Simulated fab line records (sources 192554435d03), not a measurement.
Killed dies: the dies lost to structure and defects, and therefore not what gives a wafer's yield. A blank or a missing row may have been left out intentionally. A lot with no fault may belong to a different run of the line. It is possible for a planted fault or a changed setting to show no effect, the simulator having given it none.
Split-lot study ; flow n5Finfet ; 21 wafers read from 7 lots, route of 1938 steps

THE SPLIT ITSELF
At N5_MIM_BOT_LITHO_EXPOSE_05 (exposes mask MIM BOT), the setting doseMj was moved away from the recipe's 24.25 on 10 of the 21 wafers read, by -6.2% to +6.3%. The other wafers ran this setting at the recipe's value.

FROM THE SPLIT TO THE READING: what the file shows between them, 2 steps
- N5_MIM_BOT_LITHO_DEVELOP_07: develop time 60 s (also split here: developTimeS)
- N5_MIM_BOT_LITHO_HARDBAKE_09: time 120 s

THE READING
cdNm at N5_MIM_BOT_LITHO_CD_MEAS_08, given in nm (cd target 3000 nm). Typical for fault-free wafers on this fab line: 2999.8 nm, with standard deviation 1.6 nm.

wafer;tool, chamber at the split;doseMj as run;against the recipe;cdNm, nm;against lot-mates on the recipe
L075.2;krfScanner-02, 0;23.36;-3.7%;2992.0;-5.1
L075.3;krfScanner-02, 0;23.36;-3.7%;2992.4;-4.7
L075.4;krfScanner-02, 0;24.25;recipe;2997.1;-
L078.1;krfScanner-01, 0;24.25;recipe;3000.7;-
L078.3;krfScanner-01, 0;25.66;+5.8%;3010.5;+9.8
L078.6;krfScanner-01, 0;25.66;+5.8%;3011.5;+10.8
L077.1;krfScanner-01, 0;24.25;recipe;3003.3;-
L077.3;krfScanner-01, 0;24.25;recipe;3001.0;-
L077.4;krfScanner-01, 0;22.74;-6.2%;2992.8;-9.3
L087.1;krfScanner-01, 0;24.25;recipe;3002.6;-
L087.5;krfScanner-01, 0;24.25;recipe;3001.4;-
L087.6;krfScanner-01, 0;24.25;recipe;3001.4;-
L084.2;krfScanner-02, 0;22.94;-5.4%;2988.8;-14.3
L084.4;krfScanner-02, 0;24.25;recipe;3003.1;-
L084.6;krfScanner-02, 0;22.94;-5.4%;2989.2;-13.9
L088.2;krfScanner-02, 0;23.75;-2.1%;2996.2;-4.6
L088.3;krfScanner-02, 0;24.25;recipe;3002.8;-
L088.6;krfScanner-02, 0;24.25;recipe;2998.7;-
L091.1;krfScanner-02, 0;25.78;+6.3%;3009.0;+10.3
L091.4;krfScanner-02, 0;24.25;recipe;2998.7;-
L091.6;krfScanner-02, 0;25.78;+6.3%;3011.8;+13.1

FIT RESULTS
A straight line over all 21 wafers: cdNm changes by +1.77 nm for each +1% of doseMj; r = +0.96; the points scatter about the line by 2 nm.
The same after taking each lot's own level away (the mean of its wafers on the recipe; 21 wafers): +1.9 nm for each +1%; r = +0.97; scatter 1.8 nm.
Per that fit: largest doseMj move, reading shift of 12 nm.
Measured against the standard deviation above, the lots' own levels, which go from 2997.10 to 3003.10 nm, span 3.8 times it.
Consequently the slope shifts little with the lot-to-lot level, the two slopes agreeing.
Check: +12.2 nm against its lot-mates is what the line predicts for one of the wafers moved furthest among these (+6.3%) when that wafer is left out of the fit. Against them it came out at +10.3 nm.

THESE WAFERS: OTHER SPLITS
These wafers also went through other splits before the reading. Each is held against what the fit with the lots' levels taken away leaves over:
other split on the same wafers;wafers away from the commonest value;r with cdNm (lot level and that fit taken away)
N5_BEOL_M13_COAT_58 spinRpm;9;-0.14
N5_BEOL_M13_COAT_04 spinRpm;5;+0.05
N5_BEOL_M15_PEB_26 pebTempC;5;+0.09
N5_BEOL_M15_DEVELOP_27 developTimeS;7;+0.21
N5_MIM_BOT_LITHO_DEVELOP_07 developTimeS;3;+0.21

FILE'S OWN FIT
cdNm changes by +1.85 nm for each +1% of doseMj, r = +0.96.
